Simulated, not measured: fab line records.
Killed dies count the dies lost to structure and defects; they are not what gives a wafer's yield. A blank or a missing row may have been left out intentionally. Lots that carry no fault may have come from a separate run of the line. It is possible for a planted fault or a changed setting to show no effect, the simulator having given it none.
8D (eight disciplines) problem report, filled in by code / flow n5_finfet / the parts of the form that need people (team, actions taken, sign-off) are left out

1. THE PROBLEM
Mean of spin_speed_rpm at N5_BEOL_M11_COAT_59: 1923.3 rpm across 6 wafers in 2 lots; on wafers with no fault it is 1500.1 rpm (standard deviation 1.1). That is +99 or more standard deviations from the usual mean.
The step: time 60 s, resist thk 100 nm.
The first sign was on wafer L218.1 at day 15 02:19, on litho_track-04. At this step, 36 wafers from 12 lots have a number in the record. Rule for "out" (also "out of limits"): further than 4 standard deviations from the usual mean. The other wafers with a number count as sound.

2. WHAT THIS IS AND IS NOT
question=which readings at this step | is=spin_speed_rpm | is not=-
question=which lots | is=L218, L219 | is not=L204, L205, L206, L207, L210, L212, L214, L220, L222, L223
question=which wafers of those lots | is=all that have a number | is not=-
question=read on which tools | is=litho_track-04 | is not=litho_track-02, litho_track-03
question=when | is=from day 15 02:19 | is not=up to then (21 sound wafers); but 9 sound wafers of L220, L222, L223 came after

3. SUSPECTS, AND WHAT RULES EACH OUT
Counting: a tool at a process step up to the reading stays a suspect if it ran every lot that is out and no sound lot after the first of them.
- litho_track-04 at N5_BEOL_M11_COAT_59 (time 60 s, resist thk 100 nm): kept. It ran every lot that is out, first L218 (day 15 02:19), and no sound lot after that; its last sound lot up to then is L212 (day 12 22:12). Out on those wafers are its own readings of spin_speed_rpm.
Remaining after the count: litho_track-04 at N5_BEOL_M11_COAT_59.

4. THE CAUSE (what the simulator had put in)
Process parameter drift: litho_track-04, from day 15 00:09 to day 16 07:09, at N5_BEOL_M11_COAT_59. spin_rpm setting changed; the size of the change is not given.
After counting, this tool was the only one left.

5. SEQUENCE OF EFFECTS, ordered by route
One row per reading whose mean, taken over the struck wafers that have a number, lies over 3 standard deviations from the usual. Scope: only readings with a usual standard deviation given in the record; hours: median across lots of the time from each lot's start at the first step in this table that gives one to its start at this step; sigmas: change in usual standard deviations.
hours=0; step=N5_BEOL_M11_COAT_59; reading=spin_speed_rpm; usual=1500.1 rpm; on struck wafers=1923.3; change=+423.2; sigmas=+99 or more
Process steps it contains:
- N5_BEOL_M11_COAT_59: time 60 s, resist thk 100 nm.
Later steps that measure or inspect, where all struck wafers having a row at the step show a number for every such reading and not one has moved that far: N5_BEOL_M11_CD_MEAS_11.

6. HOW IT WOULD HAVE BEEN CAUGHT EARLIER
First out-of-limits reading in this record: day 15 02:19, which is 2 hours after fault onset at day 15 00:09.
